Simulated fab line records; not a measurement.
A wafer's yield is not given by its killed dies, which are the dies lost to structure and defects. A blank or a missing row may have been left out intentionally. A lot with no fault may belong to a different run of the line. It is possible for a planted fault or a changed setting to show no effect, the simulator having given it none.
Matching of chambers + flow nandHarc + 4 sister chambers for NHARC_A_CONTACT_DESCUM_47 on rieDiel-08
The step chemistry O2, time 3 s. 14 wafers are shown with their chamber, then 7 later ones without.

== WAFERS WITH THEIR CHAMBER ==
| wafer  | chamber | showerheadPlenumPTorr (Torr) | rfVppV (V) | chamberPressureMTorr (mTorr) |
|--------|---------|------------------------------|------------|------------------------------|
| L077.2 | 3       | 2.05                         | 58.6       | 59.84                        |
| L077.3 | 1       | 2.04                         | 56.2       | 60.07                        |
| L077.5 | 2       | 1.92                         | 58.0       | 60.10                        |
| L078.1 | 0       | 1.93                         | 56.8       | 60.05                        |
| L078.2 | 1       | 2.04                         | 58.3       | 59.98                        |
| L078.5 | 1       | 2.04                         | 57.8       | 59.96                        |
| L082.3 | 1       | 2.04                         | 58.0       | 59.93                        |
| L082.4 | 3       | 2.04                         | 58.0       | 60.04                        |
| L082.5 | 3       | 2.04                         | 59.0       | 59.94                        |
| L085.4 | 2       | 1.91                         | 57.2       | 59.98                        |
| L085.5 | 2       | 1.91                         | 58.8       | 60.05                        |
| L085.6 | 1       | 2.03                         | 58.7       | 59.99                        |
| L091.2 | 0       | 1.91                         | 57.8       | 59.98                        |
| L091.3 | 3       | 2.03                         | 60.4       | 60.00                        |

SIGNATURES (means of the wafers above)
| reading               | chamber 0 | chamber 1 | chamber 2 | chamber 3 | scatter within a chamber |
|-----------------------|-----------|-----------|-----------|-----------|--------------------------|
| showerheadPlenumPTorr | 1.9200    | 2.0380    | 1.9133    | 2.0400    | 0.00739                  |
| rfVppV                | 57.300    | 57.800    | 58.000    | 59.000    | 0.925                    |
| chamberPressureMTorr  | 60.0150   | 59.9860   | 60.0433   | 59.9550   | 0.0658                   |
Rule: for a wafer and a chamber, the distance is found by dividing, reading by reading, the gap between the wafer's reading and the chamber's mean by the reading's scatter, squaring, summing and taking the root. If the next closest chamber is less than 2 further off than the closest, the wafer can't be placed; otherwise it belongs to the closest. The scatter: take each reading less its chamber's mean, square it, sum over the shown wafers, divide by the number of wafers less the number of chambers, and take the root.

== WAFERS WITHOUT THEIR CHAMBER ==
| wafer  | showerheadPlenumPTorr (Torr) | rfVppV (V) | chamberPressureMTorr (mTorr) |
|--------|------------------------------|------------|------------------------------|
| L091.6 | 1.91                         | 57.3       | 60.08                        |
| L094.1 | 2.02                         | 58.2       | 60.04                        |
| L094.2 | 2.03                         | 57.0       | 60.05                        |
| L094.5 | 1.91                         | 56.5       | 60.04                        |
| L097.3 | 2.02                         | 58.9       | 59.89                        |
| L097.4 | 1.89                         | 57.8       | 59.91                        |
| L097.6 | 1.91                         | 57.7       | 59.94                        |

== WHICH CHAMBER EACH WENT THROUGH ==
| wafer  | from the rows above     | in truth |
|--------|-------------------------|----------|
| L091.6 | can't be placed: 2 or 0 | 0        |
| L094.1 | can't be placed: 1 or 3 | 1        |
| L094.2 | can't be placed: 1 or 3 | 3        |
| L094.5 | can't be placed: 0 or 2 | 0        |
| L097.3 | can't be placed: 3 or 1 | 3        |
| L097.4 | can't be placed: 2 or 0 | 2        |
| L097.6 | can't be placed: 2 or 0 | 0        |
Correct placement for 0 of the 7. Cannot be placed on the basis of these rows: 7; the candidates contain the true chamber in 7. Wrongly placed: 0.
